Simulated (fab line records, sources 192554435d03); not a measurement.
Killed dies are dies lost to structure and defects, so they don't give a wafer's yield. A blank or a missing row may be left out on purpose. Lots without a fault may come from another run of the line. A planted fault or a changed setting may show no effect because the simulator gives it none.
One fault seen from 2 desks | flow n5_finfet | each desk has only its own numbers; what lay behind them comes last

THE TOOL OWNER'S DESK: ald_sin-02
The tool's own readings at N5_MOL_CONTACT_COAG_ALD_123 (deposits SiNx, target thk 5 nm, pulse time 1 s, purge time 2 s): means of the sampled wafers that have a number, for each lot that ran on this tool. A lot is out of limits, marked OUT, if its mean lies more than 4 standard deviations from the usual mean; the brackets give that distance.
Columns: A = heater_power_w at N5_MOL_CONTACT_COAG_ALD_123, usual 852 W; B = precursor_pulse_height_rel at N5_MOL_CONTACT_COAG_ALD_123, usual 1.003
lot  | first seen here | A   | B
L453 | day 6 02:10     | 815 | 0.990
L455 | day 6 16:31     | 818 | 0.994
L471 | day 10 11:04    | 776 | 0.996
This desk's finding: nothing out of limits on any of the 3 lots.

THE METROLOGY DESK
What the gauges read, lot by lot, whatever tool the lot ran on: means of the sampled wafers that have a number. A lot is out of limits, marked OUT, if its mean lies more than 4 standard deviations from the usual mean; the brackets give that distance. Of its 10 readings 7 are shown: those that lie furthest out on some lot.
Columns: A = DIBL_N at N5_BEOL_M4_RC_MEAS_101, usual 36.9 mV/V; B = DIBL_P at N5_BEOL_M4_RC_MEAS_101, usual 36.7 mV/V; C = IOFF_N at N5_BEOL_M4_RC_MEAS_101, usual 0.17 nA/um; D = IOFF_P at N5_BEOL_M4_RC_MEAS_101, usual 0.22 nA/um; E = ION_N at N5_BEOL_M4_RC_MEAS_101, usual 674 uA/um; F = SS_P at N5_BEOL_M4_RC_MEAS_101, usual 73.4 mV/dec; G = VT_N at N5_BEOL_M4_RC_MEAS_101, usual 249 mV
lot  | first seen here | A    | B    | C    | D    | E   | F    | G
L453 | day 9 03:23     | 37.8 | 37.7 | 0.16 | 0.20 | 670 | 73.6 | 251
L455 | day 9 05:07     | 38.6 | 39.6 | 0.23 | 0.23 | 688 | 74.1 | 246
L470 | day 13 05:02    | 34.2 | 33.2 | 0.12 | 0.17 | 655 | 72.9 | 254
L471 | day 13 07:31    | 38.6 | 39.3 | 0.22 | 0.29 | 690 | 74.5 | 247
This desk's finding: nothing out of limits on any of the 4 lots.

PUT TOGETHER
The tool owner's desk saw nothing out of limits.
The metrology desk saw nothing out of limits.

WHAT THE SIMULATOR HAD PUT IN
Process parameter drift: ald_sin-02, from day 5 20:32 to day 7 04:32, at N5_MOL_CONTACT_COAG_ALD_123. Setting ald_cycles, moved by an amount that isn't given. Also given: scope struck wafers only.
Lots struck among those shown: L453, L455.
